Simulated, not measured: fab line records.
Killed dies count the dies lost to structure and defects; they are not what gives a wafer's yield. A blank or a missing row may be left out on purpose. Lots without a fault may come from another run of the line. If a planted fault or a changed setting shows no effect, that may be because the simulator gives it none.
Which tool was responsible? :: flow n5 finfet :: 27 wafers from 9 lots sampled at 6 of the route's 1938 steps

== WHAT EACH GAUGE READ, for each wafer ==
N5_BEOL_M4_RC_MEAS_101. Usual: DIBL_N 37.2 mV/V, standard deviation 2.5; DIBL_P 38 mV/V, standard deviation 3; IOFF_N 0.17 nA/um, standard deviation 0.044; IOFF_P 0.24 nA/um, standard deviation 0.059; ION_N 667 uA/um, standard deviation 13; ION_P 461 uA/um, standard deviation 7.9; SS_N 71.8 mV/dec, standard deviation 0.86; SS_P 73.6 mV/dec, standard deviation 0.92; VT_N 250 mV, standard deviation 4.1; VT_P -249 mV, standard deviation 3.9.
lot: L771
measured: day 8 10:58
on: prober-01
DIBL_N (mV/V): 36.9 36.7 39.7
DIBL_P (mV/V): 38 37 41
IOFF_N (nA/um): 0.17 0.15 0.22
IOFF_P (nA/um): 0.23 0.21 0.31
ION_N (uA/um): 685 656 682
ION_P (uA/um): 466 460 468
SS_N (mV/dec): 72.0 71.8 73.0
SS_P (mV/dec): 73.9 72.6 74.0
VT_N (mV): 250 252 245
VT_P (mV): -247 -253 -243
flag: 

lot: L778
measured: day 10 00:31
on: prober-02
DIBL_N (mV/V): 38.5 37.5 37.5
DIBL_P (mV/V): 38 37 36
IOFF_N (nA/um): 0.18 0.15 0.16
IOFF_P (nA/um): 0.27 0.23 0.22
ION_N (uA/um): 677 658 670
ION_P (uA/um): 480 460 459
SS_N (mV/dec): 71.3 71.7 71.0
SS_P (mV/dec): 73.6 73.5 73.3
VT_N (mV): 249 252 247
VT_P (mV): -244 -247 -246
flag: 

lot: L779
measured: day 10 06:31
on: prober-02
DIBL_N (mV/V): 38.5 37.0 39.3
DIBL_P (mV/V): 41 38 41
IOFF_N (nA/um): 0.19 0.17 0.20
IOFF_P (nA/um): 0.27 0.23 0.28
ION_N (uA/um): 672 666 677
ION_P (uA/um): 464 463 466
SS_N (mV/dec): 72.4 71.6 72.4
SS_P (mV/dec): 74.5 73.1 74.2
VT_N (mV): 252 249 250
VT_P (mV): -248 -248 -246
flag: 

lot: L790
measured: day 13 02:53
on: prober-01
DIBL_N (mV/V): 37.1 35.6 39.0
DIBL_P (mV/V): 36 36 39
IOFF_N (nA/um): 0.14 0.14 0.18
IOFF_P (nA/um): 0.22 0.22 0.28
ION_N (uA/um): 651 666 665
ION_P (uA/um): 452 464 464
SS_N (mV/dec): 71.5 71.0 72.2
SS_P (mV/dec): 73.0 73.4 74.2
VT_N (mV): 254 250 249
VT_P (mV): -248 -249 -247
flag: 

lot: L791
measured: day 13 20:24
on: prober-02
DIBL_N (mV/V): 33.1 39.4 39.1
DIBL_P (mV/V): 34 41 41
IOFF_N (nA/um): 0.11 0.19 0.20
IOFF_P (nA/um): 0.16 0.26 0.26
ION_N (uA/um): 650 654 675
ION_P (uA/um): 452 452 460
SS_N (mV/dec): 71.2 72.3 73.1
SS_P (mV/dec): 73.1 74.4 73.7
VT_N (mV): 255 251 248
VT_P (mV): -253 -251 -250
flag: 

lot: L793
measured: day 14 02:14
on: prober-02
DIBL_N (mV/V): 32.1 32.5 34.2
DIBL_P (mV/V): 33 32 36
IOFF_N (nA/um): 0.11 0.11 0.14
IOFF_P (nA/um): 0.15 0.15 0.19
ION_N (uA/um): 655 664 672
ION_P (uA/um): 449 453 465
SS_N (mV/dec): 70.3 70.4 70.5
SS_P (mV/dec): 71.7 72.1 72.6
VT_N (mV): 254 255 252
VT_P (mV): -254 -256 -251
flag: 

== EACH LOT AND THE TOOL THAT RAN IT (in order: tool; ch and the chambers of the sampled wafers; start) ==
lot: L771
N5_BEOL_M2_ETCH_70: rie diel-02 ch 0,2,3, day 6 23:37
N5_BEOL_M2_VIA_ETCH_34: rie diel-02 ch 0,2,3, day 6 23:43
N5_BEOL_M2_CVD_47: cvd co-01 ch 0,1,2, day 7 02:44
N5_BEOL_M2_SPUTTER_86: pvd sputter-03, day 7 03:34
N5_BEOL_M2_CMP_52: cmp-03 ch 0,1,3, day 7 05:21

lot: L778
N5_BEOL_M2_ETCH_70: rie diel-04 ch 0,3, day 8 13:04
N5_BEOL_M2_VIA_ETCH_34: rie diel-04 ch 0,3, day 8 13:10
N5_BEOL_M2_CVD_47: cvd co-02 ch 0,1,2, day 8 14:30
N5_BEOL_M2_SPUTTER_86: pvd sputter-01, day 8 15:26
N5_BEOL_M2_CMP_52: cmp-02 ch 1,2,3, day 8 17:02

lot: L779
N5_BEOL_M2_ETCH_70: rie diel-06 ch 0,1, day 9 00:32
N5_BEOL_M2_VIA_ETCH_34: rie diel-06 ch 0,1, day 9 00:38
N5_BEOL_M2_CVD_47: cvd co-02 ch 0,1, day 9 02:02
N5_BEOL_M2_SPUTTER_86: pvd sputter-02, day 9 02:52
N5_BEOL_M2_CMP_52: cmp-03 ch 1,2,3, day 9 04:33

lot: L785
N5_BEOL_M2_ETCH_70: rie diel-02 ch 1,2, day 11 05:19
N5_BEOL_M2_VIA_ETCH_34: rie diel-02 ch 1,2, day 11 05:25
N5_BEOL_M2_CVD_47: cvd co-01 ch 0,2, day 11 07:03
N5_BEOL_M2_SPUTTER_86: pvd sputter-02, day 11 07:57
N5_BEOL_M2_CMP_52: cmp-03 ch 0,3, day 11 09:34

lot: L786
N5_BEOL_M2_ETCH_70: rie diel-02 ch 0,1,2, day 11 09:04
N5_BEOL_M2_VIA_ETCH_34: rie diel-02 ch 0,1,2, day 11 09:11
N5_BEOL_M2_CVD_47: cvd co-02 ch 0,1,2, day 11 10:52
N5_BEOL_M2_SPUTTER_86: pvd sputter-01, day 11 12:49
N5_BEOL_M2_CMP_52: cmp-02 ch 0,1,3, day 11 14:29

lot: L789
N5_BEOL_M2_ETCH_70: rie diel-06 ch 1,2, day 11 17:44
N5_BEOL_M2_VIA_ETCH_34: rie diel-06 ch 1,2, day 11 17:50
N5_BEOL_M2_CVD_47: cvd co-02 ch 0,1, day 11 18:59
N5_BEOL_M2_SPUTTER_86: pvd sputter-03, day 11 19:48
N5_BEOL_M2_CMP_52: cmp-03 ch 1,2, day 11 21:36

lot: L790
N5_BEOL_M2_ETCH_70: rie diel-04 ch 0,2,3, day 11 23:07
N5_BEOL_M2_VIA_ETCH_34: rie diel-04 ch 0,2,3, day 11 23:13
N5_BEOL_M2_CVD_47: cvd co-01 ch 0,2, day 12 00:42
N5_BEOL_M2_SPUTTER_86: pvd sputter-01, day 12 02:56
N5_BEOL_M2_CMP_52: cmp-01 ch 2,3, day 12 04:48

lot: L791
N5_BEOL_M2_ETCH_70: rie diel-06 ch 0,2,3, day 12 03:37
N5_BEOL_M2_VIA_ETCH_34: rie diel-06 ch 0,2,3, day 12 03:44
N5_BEOL_M2_CVD_47: cvd co-01 ch 1,2, day 12 04:59
N5_BEOL_M2_SPUTTER_86: pvd sputter-03, day 12 05:53
N5_BEOL_M2_CMP_52: cmp-02 ch 1,2, day 12 07:31

lot: L793
N5_BEOL_M2_ETCH_70: rie diel-04 ch 2,3, day 12 17:01
N5_BEOL_M2_VIA_ETCH_34: rie diel-04 ch 2,3, day 12 17:07
N5_BEOL_M2_CVD_47: cvd co-02 ch 0,1,2, day 12 18:33
N5_BEOL_M2_SPUTTER_86: pvd sputter-03, day 12 19:23
N5_BEOL_M2_CMP_52: cmp-03 ch 0,3, day 12 21:01
- N5_BEOL_M2_ETCH_70: etches SOC in N2/H2, target depth 80 nm, overetch 24 nm, time 130 s.
- N5_BEOL_M2_VIA_ETCH_34: etches the open film in C4F6/O2, target depth 69.4 nm, time 65.9 s.
- N5_BEOL_M2_CVD_47: deposits Co from CCTBA/H2, target thk 3 nm, time 223.8 s.
- N5_BEOL_M2_SPUTTER_86: material Cu, target thk 4.5 nm, time 8.29 s.
- N5_BEOL_M2_CMP_52: polishes, stops on SiOC, t overpolish 6.8 s, target thk 40 nm.

== AS READ BY THE TOOLS THEMSELVES (means over the sampled wafers that have a number; for cases with no such wafer, the mark the record gives instead) ==
N5_BEOL_M2_ETCH_70. Usual: drypump motor current A 6.0 A, standard deviation 0.33; oes product au 0.59 a.u., standard deviation 0.064; rf vpp V 525 V, standard deviation 3.1; showerhead plenum p Torr 2.58 Torr, standard deviation 0.11; throttle valve pct 17.74 %, standard deviation 0.28.
lot: L771
tool: rie diel-02
drypump motor current A (A): 6.2
oes product au (a.u.): 0.53
rf vpp V (V): 522
showerhead plenum p Torr (Torr): 2.47
throttle valve pct (%): 17.79
flag: 

lot: L778
tool: rie diel-04
drypump motor current A (A): 5.8
oes product au (a.u.): 0.54
rf vpp V (V): 522
showerhead plenum p Torr (Torr): 2.50
throttle valve pct (%): 17.76
flag: 

lot: L779
tool: rie diel-06
drypump motor current A (A): 6.2
oes product au (a.u.): 0.56
rf vpp V (V): 523
showerhead plenum p Torr (Torr): 2.53
throttle valve pct (%): 17.74
flag: 

lot: L785
tool: rie diel-02
drypump motor current A (A): 6.0
oes product au (a.u.): 0.68
rf vpp V (V): 524
showerhead plenum p Torr (Torr): 2.51
throttle valve pct (%): 17.40
flag: 

lot: L786
tool: rie diel-02
drypump motor current A (A): 6.0
oes product au (a.u.): 0.61
rf vpp V (V): 524
showerhead plenum p Torr (Torr): 2.48
throttle valve pct (%): 17.54
flag: 

lot: L789
tool: rie diel-06
drypump motor current A (A): 5.5
oes product au (a.u.): 0.56
rf vpp V (V): 522
showerhead plenum p Torr (Torr): 2.47
throttle valve pct (%): 17.80
flag: 

lot: L790
tool: rie diel-04
drypump motor current A (A): 5.9
oes product au (a.u.): 0.63
rf vpp V (V): 528
showerhead plenum p Torr (Torr): 2.69
throttle valve pct (%): 17.71
flag: 

lot: L791
tool: rie diel-06
drypump motor current A (A): 5.9
oes product au (a.u.): 0.54
rf vpp V (V): 524
showerhead plenum p Torr (Torr): 2.57
throttle valve pct (%): 17.95
flag: 

lot: L793
tool: rie diel-04
drypump motor current A (A): 5.9
oes product au (a.u.): 0.61
rf vpp V (V): 527
showerhead plenum p Torr (Torr): 2.68
throttle valve pct (%): 17.62
flag: 

N5_BEOL_M2_VIA_ETCH_34. Usual: O2_flow_sccm 10.00 sccm, standard deviation 0.031; drypump motor current A 6.0 A, standard deviation 0.33; oes product au 0.80 a.u., standard deviation 0.091; rf vpp V 660 V, standard deviation 12; showerhead plenum p Torr 2.88 Torr, standard deviation 0.11; throttle valve pct 30.6 %, standard deviation 0.32.
lot: L771
tool: rie diel-02
O2_flow_sccm (sccm): 9.96
drypump motor current A (A): 6.2
oes product au (a.u.): 0.71
rf vpp V (V): 670
showerhead plenum p Torr (Torr): 2.78
throttle valve pct (%): 30.8
flag: 

lot: L778
tool: rie diel-04
O2_flow_sccm (sccm): 10.03
drypump motor current A (A): 5.8
oes product au (a.u.): 0.75
rf vpp V (V): 651
showerhead plenum p Torr (Torr): 2.78
throttle valve pct (%): 30.5
flag: 

lot: L779
tool: rie diel-06
O2_flow_sccm (sccm): 10.00
drypump motor current A (A): 6.2
oes product au (a.u.): 0.76
rf vpp V (V): 666
showerhead plenum p Torr (Torr): 2.83
throttle valve pct (%): 30.5
flag: 

lot: L785
tool: rie diel-02
O2_flow_sccm (sccm): 10.00
drypump motor current A (A): 6.0
oes product au (a.u.): 0.92
rf vpp V (V): 655
showerhead plenum p Torr (Torr): 2.85
throttle valve pct (%): 31.0
flag: 

lot: L786
tool: rie diel-02
O2_flow_sccm (sccm): 10.00
drypump motor current A (A): 6.0
oes product au (a.u.): 0.83
rf vpp V (V): 653
showerhead plenum p Torr (Torr): 2.80
throttle valve pct (%): 30.8
flag: 

lot: L789
tool: rie diel-06
O2_flow_sccm (sccm): 10.03
drypump motor current A (A): 5.5
oes product au (a.u.): 0.74
rf vpp V (V): 655
showerhead plenum p Torr (Torr): 2.77
throttle valve pct (%): 30.6
flag: 

lot: L790
tool: rie diel-04
O2_flow_sccm (sccm): 9.98
drypump motor current A (A): 5.9
oes product au (a.u.): 0.85
rf vpp V (V): 658
showerhead plenum p Torr (Torr): 2.98
throttle valve pct (%): 30.4
flag: 

lot: L791
tool: rie diel-06
O2_flow_sccm (sccm): 10.00
drypump motor current A (A): 5.9
oes product au (a.u.): 0.73
rf vpp V (V): 666
showerhead plenum p Torr (Torr): 2.86
throttle valve pct (%): 30.8
flag: 

lot: L793
tool: rie diel-04
O2_flow_sccm (sccm): 9.99
drypump motor current A (A): 5.9
oes product au (a.u.): 0.84
rf vpp V (V): 655
showerhead plenum p Torr (Torr): 2.98
throttle valve pct (%): 30.5
flag: 

N5_BEOL_M2_CVD_47. Usual: chamber pressure Torr 29.99 Torr, standard deviation 0.059; run length s 246.5 s, standard deviation 0.58.
lot: L771
tool: cvd co-01
chamber pressure Torr (Torr): 29.97
run length s (s): 246.9
flag: 

lot: L778
tool: cvd co-02
chamber pressure Torr (Torr): 30.00
run length s (s): 246.3
flag: 

lot: L779
tool: cvd co-02
chamber pressure Torr (Torr): 29.94
run length s (s): 246.0
flag: 

lot: L785
tool: cvd co-01
chamber pressure Torr (Torr): -
run length s (s): -
flag: OFF

lot: L786
tool: cvd co-02
chamber pressure Torr (Torr): -
run length s (s): -
flag: OFF

lot: L789
tool: cvd co-02
chamber pressure Torr (Torr): -
run length s (s): -
flag: OFF

lot: L790
tool: cvd co-01
chamber pressure Torr (Torr): 30.03
run length s (s): 246.7
flag: 

lot: L791
tool: cvd co-01
chamber pressure Torr (Torr): 30.03
run length s (s): 247.4
flag: 

lot: L793
tool: cvd co-02
chamber pressure Torr (Torr): 30.06
run length s (s): 246.8
flag: 

N5_BEOL_M2_SPUTTER_86. Usual: 29.8 % for throttle valve pct, sd 0.97.
lot: L771
tool: pvd sputter-03
throttle valve pct (%): 30.8
flag: 

lot: L778
tool: pvd sputter-01
throttle valve pct (%): 29.6
flag: 

lot: L779
tool: pvd sputter-02
throttle valve pct (%): 29.2
flag: 

lot: L785
tool: pvd sputter-02
throttle valve pct (%): 28.4
flag: 

lot: L786
tool: pvd sputter-01
throttle valve pct (%): 29.7
flag: 

lot: L789
tool: pvd sputter-03
throttle valve pct (%): 30.7
flag: 

lot: L790
tool: pvd sputter-01
throttle valve pct (%): 29.7
flag: 

lot: L791
tool: pvd sputter-03
throttle valve pct (%): 30.3
flag: 

lot: L793
tool: pvd sputter-03
throttle valve pct (%): 31.2
flag: 

N5_BEOL_M2_CMP_52. Usual: barrier field endpoint s 24.8 s, standard deviation 0.71; motor current A 6.2 A, standard deviation 0.76.
lot: L771
tool: cmp-03
barrier field endpoint s (s): 24.4
motor current A (A): 6.0
flag: 

lot: L778
tool: cmp-02
barrier field endpoint s (s): 24.1
motor current A (A): 6.4
flag: 

lot: L779
tool: cmp-03
barrier field endpoint s (s): 24.9
motor current A (A): 6.1
flag: 

lot: L785
tool: cmp-03
barrier field endpoint s (s): 21.0
motor current A (A): 6.5
flag: OFF

lot: L786
tool: cmp-02
barrier field endpoint s (s): 20.8
motor current A (A): 6.7
flag: OFF

lot: L789
tool: cmp-03
barrier field endpoint s (s): 20.7
motor current A (A): 6.4
flag: OFF

lot: L790
tool: cmp-01
barrier field endpoint s (s): 25.5
motor current A (A): 5.0
flag: 

lot: L791
tool: cmp-02
barrier field endpoint s (s): 24.7
motor current A (A): 6.3
flag: 

lot: L793
tool: cmp-03
barrier field endpoint s (s): 25.2
motor current A (A): 6.3
flag: 

== THE ANSWER, worked out from the rows above alone ==
Rule: take the mean of a lot's wafers that have a number; if it is more than 3 standard deviations from the usual mean, the lot is off. Also off: a lot with no number at a reading for which 4 or more lots have one. Any other lot the step has rows for is counted as sound. Order of review: gauges by route order, followed by the tools' own readings, for which a lot's mean as printed above is used. The first step at which some lot is off is used, and at that step the reading that is off furthest; a lot without a number counts as furthest.
Off: L785, L786, L789 (N5_BEOL_M2_CVD_47, chamber pressure Torr). Without a number there: L785, L786, L789.
If a tool, at that step or one of the process steps before it, ran each lot that is off and ran no sound lot following the first of them, it fits. No candidate that was tried fits.

== WHAT THE SIMULATOR HAD INSERTED ==
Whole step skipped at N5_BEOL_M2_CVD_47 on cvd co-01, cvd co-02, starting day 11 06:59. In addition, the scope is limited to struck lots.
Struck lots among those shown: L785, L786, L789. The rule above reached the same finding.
